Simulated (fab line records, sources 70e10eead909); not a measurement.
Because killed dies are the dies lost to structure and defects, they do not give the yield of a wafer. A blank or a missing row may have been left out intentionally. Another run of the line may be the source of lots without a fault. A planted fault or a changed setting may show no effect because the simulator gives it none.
A lot that was struck, set against a sound lot ; flow nand harc ; 22 out of 1159 route steps
Sound: the wafers L914.1, L914.4, L914.5. Wafers L905.2, L905.3, L905.5 were the ones struck. At the end, the cause is stated.
For every step that has rows: the tool of each side, followed by ch and its chambers, followed by its first start. Under that, the readings that differ: sound wafers ; struck wafers ; difference of the means ; sigmas: that difference in standard deviations of wafers without a fault.
alike: a reading whose means differ by less than 2 such deviations, as well as words and numbers matching on both sides. not compared: withheld readings; readings where some wafer has no value; bounds like >300 that might hide an equal value; numbers whose values overlap and for which the record gives no deviation.
Wherever a step has rows on one side only, a row that says differs or no value, or a row with sigmas, the two part there. Non-overlapping numbers with no deviation appear without sigmas and do not part them. A reading missing from all wafers of one side parts the sides only when that side holds two or more wafers.

first, 3 steps without rows for these wafers: NHARC_A_CONTACT_ETCH_30 (etches the open film in CF4/CHF3, target depth 60.5 nm, time 30.2 s); NHARC_A_CONTACT_ETCH_31 (etches the open film in O2/COS, target depth 2000 nm, time 520 s); NHARC_A_CONTACT_ETCH_134 (etches the open film in C4F8/O2/Ar, time 140 s, target depth 700 nm).
NHARC_A_CONTACT_ETCH_135: etches the open film in C4F8/O2/Ar, time 132 s, target depth 1287 nm.
  sound on har cap etch-03 ch 0,1, day 20 15:01; struck on har cap etch-03 ch 0,1, day 18 20:26
  not compared: rf hours counter h
then, 2 steps without rows for these wafers: NHARC_A_CONTACT_ETCH_136 (etches the open film in C4F8/O2/Ar, time 132 s, target depth 1287 nm); NHARC_A_CONTACT_ETCH_137 (etches the open film in C4F8/O2/Ar, time 132 s, target depth 1287 nm).
NHARC_A_CONTACT_ETCH_138: etches the open film in C4F8/O2/Ar, time 132 s, target depth 1289 nm.
  sound on har cap etch-03 ch 0,1, day 20 15:23; struck on har cap etch-03 ch 0,1, day 18 20:47
  not compared: rf hours counter h
NHARC_A_CONTACT_ETCH_139: etches the open film in C4F8/O2/Ar, time 137 s, target depth 590 nm.
  sound on har cap etch-03 ch 0,1, day 20 15:32; struck on har cap etch-03 ch 0,1, day 18 20:56
  not compared: rf hours counter h
then, 2 steps without rows for these wafers: NHARC_A_CONTACT_ETCH_92 (etches the open film in CH3F/O2, target depth 40 nm, time 85.7 s); NHARC_A_CONTACT_ETCH_98 (etches the open film in C4F6/O2, target depth 20 nm, time 10 s).
NHARC_A_CONTACT_CD_MEAS_15:
  sound: cd sem-01 at day 20 16:07; struck: cd sem-02 at day 18 21:31
  alike: cd nm
then, 1 step without rows for these wafers: NHARC_A_CONTACT_STRIP_107 (strips in N2/H2).
NHARC_A_CONTACT_STRIP_108: strips in CF4/CHF3.
  sound on rie diel-03 ch 1,2,3, day 20 16:17; struck on rie diel-10 ch 0,2, day 18 21:49
then, 2 steps without rows for these wafers: NHARC_A_CONTACT_STRIP_109 (strips in O2/COS); NHARC_A_CONTACT_ETCH_110 (etches the open film in CF4/O2, target depth 50 nm, overetch 5 nm, time 27.5 s).
NHARC_A_CONTACT_STRIP_26: strips in O2.
  sound: rie diel-03 ch 0,1,3; struck: rie diel-10 ch 1,2,3
reading;sound;struck;difference;sigmas
throttle valve pct (%);17.040 17.064 17.040;17.027 17.021 17.033;-0.021;-2
  alike: drypump motor current A, o2 flow sccm, oes product au, rf vpp V, showerhead plenum p Torr
  not compared: rf hours counter h
then, 1 step without rows for these wafers: NHARC_A_CONTACT_STRIP_27 (strips in post etch residue remover, time 600 s).
NHARC_A_CONTACT_ALD_18: deposits TiN, target thk 3 nm, pulse time 1 s, ald cycles 150.
  sound on ald metal-01 ch 0,3, day 20 17:03; struck on ald metal-02 ch 0,1,2, day 18 22:40
reading;sound;struck;difference;sigmas
heater power w (W);818 1031 855;1296 1058 1127;+259;+2
  alike: precursor pulse height rel, susceptor temp C
  not compared: since wet clean h
then, 3 steps without rows for these wafers: NHARC_A_CONTACT_CVD_19 (deposits W, target thk 300 nm, time 802 s); NHARC_A_CONTACT_CMP_20 (polishes, t overpolish 30 s, target thk 300 nm); NHARC_A_CONTACT_SRD_22.
-- break in the record here, with 3 days between the starts of the struck wafers on either side (left off in module A_CONTACT, picked up again in module END, where the first step shown is number 1159 on the route) --
NHARC_END_SORT_01:
  at this point the record logs the struck wafers (prober-02 ch 0, day 21 18:58) and has no rows for the sound ones

## WHERE THEY PART
First at NHARC_A_CONTACT_STRIP_26; last, within this record, at NHARC_END_SORT_01.

WHY: what the simulator had put in
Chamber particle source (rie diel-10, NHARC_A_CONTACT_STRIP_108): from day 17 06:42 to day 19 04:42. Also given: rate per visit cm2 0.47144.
